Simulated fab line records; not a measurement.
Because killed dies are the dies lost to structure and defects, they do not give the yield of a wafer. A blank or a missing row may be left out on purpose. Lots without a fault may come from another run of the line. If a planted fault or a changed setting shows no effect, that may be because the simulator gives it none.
Matching of chambers -- flow n5-finfet -- rie-diel-03 running N5_BEOL_M4_ETCH_77: 4 sister chambers
The step etches underlayer in N2/H2, target depth 6.5 nm, time 5.2 s. 18 wafers are shown with their chamber, then 9 later ones without.

EACH WAFER AND ITS CHAMBER
wafer,chamber,showerhead-plenum-p-Torr (Torr),drypump-motor-current-A (A),throttle-valve-pct (%)
L077.1,1,2.50,6.3,17.45
L077.5,2,2.65,5.5,18.17
L077.6,3,2.44,5.9,18.17
L078.3,1,2.50,6.4,17.47
L078.4,3,2.44,6.0,18.17
L078.6,2,2.65,5.5,18.15
L079.2,3,2.43,5.9,18.16
L079.3,1,2.50,6.4,17.47
L079.4,2,2.65,5.5,18.16
L080.1,1,2.50,6.4,17.48
L080.3,2,2.65,5.5,18.16
L080.5,1,2.50,6.4,17.49
L084.1,0,2.49,5.1,17.75
L084.4,3,2.43,5.9,18.23
L084.5,2,2.65,5.5,18.17
L085.1,0,2.49,5.1,17.74
L085.4,3,2.43,5.9,18.19
L085.6,0,2.49,5.1,17.77

SIGNATURES, as means of the wafers listed above
reading,chamber 0,chamber 1,chamber 2,chamber 3,scatter within a chamber
showerhead-plenum-p-Torr,2.4900,2.5000,2.6500,2.4340,0.00293
drypump-motor-current-A,5.100,6.380,5.500,5.920,0.0338
throttle-valve-pct,17.7533,17.4720,18.1620,18.1840,0.0184
Rule: a wafer's distance from a chamber is the root of the sum, over the readings, of the square of ((its reading less the chamber's mean) divided by the reading's scatter). The wafer belongs to the nearest chamber; if the next one is less than 2 further off, it can't be placed. The scatter: the root of (the sum of the squares of (reading less its chamber's mean) over the shown wafers, divided by (wafers less chambers)).

WAFERS WITH NO CHAMBER GIVEN
wafer,showerhead-plenum-p-Torr (Torr),drypump-motor-current-A (A),throttle-valve-pct (%)
L089.1,2.49,5.1,17.78
L089.2,2.64,5.5,18.18
L089.4,2.43,6.0,18.21
L092.1,2.49,5.1,17.78
L092.2,2.64,5.5,18.19
L092.3,2.49,6.4,17.52
L097.1,2.42,5.9,18.25
L097.4,2.63,5.4,18.22
L097.6,2.64,5.5,18.24

CHAMBER TAKEN BY EACH
wafer,from the rows above,in truth
L089.1,0,0
L089.2,2,2
L089.4,3,3
L092.1,0,0
L092.2,2,2
L092.3,1,1
L097.1,3,3
L097.4,2,2
L097.6,2,2
Correctly placed: 9 of 9. Can't be placed from these rows: 0. Number placed wrongly: 0.
